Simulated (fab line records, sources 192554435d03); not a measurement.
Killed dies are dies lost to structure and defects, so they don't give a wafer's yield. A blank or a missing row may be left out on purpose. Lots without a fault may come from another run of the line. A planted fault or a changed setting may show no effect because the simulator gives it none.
Chamber matching | flow n5_finfet | N5_BEOL_M9_STRIP_67 on rie_diel-05: 4 sister chambers
The step strips in CF4. 4 wafers are shown with their chamber, then 7 later ones without.

WAFERS WITH THEIR CHAMBER
wafer  | chamber | showerhead_plenum_p_Torr (Torr)
L078.3 | 3       | 1.85
L085.3 | 0       | 1.83
L087.3 | 1       | 1.74
L087.4 | 2       | 1.79

WAFERS WITHOUT THEIR CHAMBER
wafer  | showerhead_plenum_p_Torr (Torr)
L087.5 | 1.83
L094.1 | 1.85
L094.2 | 1.73
L094.4 | 1.79
L097.1 | 1.85
L097.4 | 1.79
L097.6 | 1.73

WHICH CHAMBER EACH WENT THROUGH
wafer  | from the rows above | in truth
L087.5 | 0                   | 0
L094.1 | 3                   | 3
L094.2 | 1                   | 1
L094.4 | 2                   | 2
L097.1 | 3                   | 3
L097.4 | 2                   | 2
L097.6 | 1                   | 1
Placed correctly: 7 of 7. Can't be placed from these rows: 0. Placed wrongly: 0.
How it was worked out, from the rows above alone: a wafer's distance from a chamber is the root of the sum, over the readings, of the square of ((its reading less the chamber's mean) divided by the reading's scatter). The wafer belongs to the nearest chamber; if the next one is less than 2 further off, it can't be placed. A chamber's mean is the mean of its shown wafers. The scatter: with one shown wafer a chamber, the root of the mean of the squares of how far each hidden wafer lies from its nearest shown one.
